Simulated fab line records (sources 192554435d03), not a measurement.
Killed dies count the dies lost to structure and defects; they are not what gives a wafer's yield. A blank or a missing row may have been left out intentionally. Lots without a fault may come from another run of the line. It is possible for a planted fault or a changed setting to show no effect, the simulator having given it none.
Split-lot trial || flow n5-finfet || 21 wafers read across 7 lots, on a route 1938 steps long

== ABOUT THE SPLIT ==
At N5_GATE_CUT_EXPOSE_10 (exposes mask GATE CUT, target cd 20 nm), the setting dose-mj was moved away from the recipe's 43.25 on 5 of the 21 wafers read, by -3.5% to +7.0%. The other wafers ran this setting at the recipe's value.

== FROM THE SPLIT TO THE READING: what the file shows between them, 2 steps ==
- N5_GATE_CUT_PEB_11: peb time 60 s
- N5_GATE_CUT_DEVELOP_12: develop time 30 s

== THE READING ==
Shown in nm: cd-nm at N5_GATE_CUT_CD_MEAS_13, with target cd 20 nm. On this fab line, fault-free wafers typically give 19.91 nm with a standard deviation of 0.24 nm.

{"wafer": "L074.1", "tool, chamber at the split": "euv-scanner-02, 0", "dose-mj as run": 43.25, "against the recipe": "recipe", "cd-nm, nm": 19.74, "against lot-mates on the recipe": "-"}
{"wafer": "L074.2", "tool, chamber at the split": "euv-scanner-02, 0", "dose-mj as run": 43.25, "against the recipe": "recipe", "cd-nm, nm": 20.16, "against lot-mates on the recipe": "-"}
{"wafer": "L074.4", "tool, chamber at the split": "euv-scanner-02, 0", "dose-mj as run": 41.73, "against the recipe": "-3.5%", "cd-nm, nm": 19.19, "against lot-mates on the recipe": -0.76}
{"wafer": "L075.2", "tool, chamber at the split": "euv-scanner-02, 0", "dose-mj as run": 43.25, "against the recipe": "recipe", "cd-nm, nm": 19.63, "against lot-mates on the recipe": "-"}
{"wafer": "L075.4", "tool, chamber at the split": "euv-scanner-02, 0", "dose-mj as run": 43.25, "against the recipe": "recipe", "cd-nm, nm": 19.68, "against lot-mates on the recipe": "-"}
{"wafer": "L075.6", "tool, chamber at the split": "euv-scanner-02, 0", "dose-mj as run": 43.25, "against the recipe": "recipe", "cd-nm, nm": 20.33, "against lot-mates on the recipe": "-"}
{"wafer": "L082.2", "tool, chamber at the split": "euv-scanner-02, 0", "dose-mj as run": 43.25, "against the recipe": "recipe", "cd-nm, nm": 19.99, "against lot-mates on the recipe": "-"}
{"wafer": "L082.3", "tool, chamber at the split": "euv-scanner-02, 0", "dose-mj as run": 43.25, "against the recipe": "recipe", "cd-nm, nm": 19.86, "against lot-mates on the recipe": "-"}
{"wafer": "L082.4", "tool, chamber at the split": "euv-scanner-02, 0", "dose-mj as run": 43.25, "against the recipe": "recipe", "cd-nm, nm": 19.62, "against lot-mates on the recipe": "-"}
{"wafer": "L085.2", "tool, chamber at the split": "euv-scanner-01, 0", "dose-mj as run": 43.25, "against the recipe": "recipe", "cd-nm, nm": 19.79, "against lot-mates on the recipe": "-"}
{"wafer": "L085.4", "tool, chamber at the split": "euv-scanner-01, 0", "dose-mj as run": 46.28, "against the recipe": "+7.0%", "cd-nm, nm": 21.23, "against lot-mates on the recipe": "+1.44"}
{"wafer": "L085.5", "tool, chamber at the split": "euv-scanner-01, 0", "dose-mj as run": 46.28, "against the recipe": "+7.0%", "cd-nm, nm": 21.10, "against lot-mates on the recipe": "+1.31"}
{"wafer": "L088.2", "tool, chamber at the split": "euv-scanner-01, 0", "dose-mj as run": 43.25, "against the recipe": "recipe", "cd-nm, nm": 19.86, "against lot-mates on the recipe": "-"}
{"wafer": "L088.4", "tool, chamber at the split": "euv-scanner-01, 0", "dose-mj as run": 43.25, "against the recipe": "recipe", "cd-nm, nm": 19.85, "against lot-mates on the recipe": "-"}
{"wafer": "L088.6", "tool, chamber at the split": "euv-scanner-01, 0", "dose-mj as run": 43.25, "against the recipe": "recipe", "cd-nm, nm": 20.14, "against lot-mates on the recipe": "-"}
{"wafer": "L091.1", "tool, chamber at the split": "euv-scanner-01, 0", "dose-mj as run": 43.25, "against the recipe": "recipe", "cd-nm, nm": 20.00, "against lot-mates on the recipe": "-"}
{"wafer": "L091.2", "tool, chamber at the split": "euv-scanner-01, 0", "dose-mj as run": 43.25, "against the recipe": "recipe", "cd-nm, nm": 19.83, "against lot-mates on the recipe": "-"}
{"wafer": "L091.6", "tool, chamber at the split": "euv-scanner-01, 0", "dose-mj as run": 43.25, "against the recipe": "recipe", "cd-nm, nm": 19.82, "against lot-mates on the recipe": "-"}
{"wafer": "L097.2", "tool, chamber at the split": "euv-scanner-01, 0", "dose-mj as run": 44.43, "against the recipe": "+2.7%", "cd-nm, nm": 20.26, "against lot-mates on the recipe": "+0.24"}
{"wafer": "L097.4", "tool, chamber at the split": "euv-scanner-01, 0", "dose-mj as run": 43.25, "against the recipe": "recipe", "cd-nm, nm": 20.02, "against lot-mates on the recipe": "-"}
{"wafer": "L097.5", "tool, chamber at the split": "euv-scanner-01, 0", "dose-mj as run": 44.43, "against the recipe": "+2.7%", "cd-nm, nm": 20.36, "against lot-mates on the recipe": "+0.34"}

FIT RESULTS
A straight line over all 21 wafers: cd-nm changes by +0.181 nm for each +1% of dose-mj; r = +0.93; the points scatter about the line by 0.18 nm.
The same after taking each lot's own level away (the mean of its wafers on the recipe; 21 wafers): +0.19 nm for each +1%; r = +0.93; scatter 0.19 nm.
According to that fit, moving dose-mj by its largest amount changes the reading by 1.3 nm.
The lots' own levels span 19.790 to 20.020 nm, that is 1.0 times the standard deviation above.
The two slopes are in agreement: the lot-to-lot level therefore moves the slope only a little.
Check: for one of the wafers moved furthest among these (+7.0%), held out of the fit, the line's prediction against its lot-mates is +1.23 nm. Against them it came out at +1.44 nm.

== THE WHOLE CHAIN: every reading that the file lists as answering this split, in the file's order ==
{"step": "N5_GATE_CUT_CD_MEAS_13", "what it does": "target cd 20 nm", "reading": "cd-nm", "change (the file's fit)": "+0.19 nm for each +1% of the setting", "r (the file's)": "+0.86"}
{"step": "N5_GATE_CUT_DESCUM_18", "what it does": "chemistry O2, time 7 s", "reading": "GATE_CUT.cd-nm (the simulator's own value, which no gauge read)", "change (the file's fit)": "+0.222 nm for each +1% of the setting", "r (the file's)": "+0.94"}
{"step": "N5_GATE_CUT_ETCH_37", "what it does": "etches SOC in N2/H2, target depth 60 nm, overetch 12 nm, time 90 s", "reading": "GATE_CUT.cd-nm (the simulator's own value, which no gauge read)", "change (the file's fit)": "+0.206 nm for each +1% of the setting", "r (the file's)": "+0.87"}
{"step": "N5_GATE_CUT_ETCH_19", "what it does": "etches SiNx in CH3F/O2, target depth 53.7 nm, time 76.7 s", "reading": "GATE_CUT.cd-nm (the simulator's own value, which no gauge read)", "change (the file's fit)": "+0.201 nm for each +1% of the setting", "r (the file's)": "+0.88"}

== FILE'S OWN FIT ==
cd-nm changes by +0.19 nm for each +1% of dose-mj, r = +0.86.
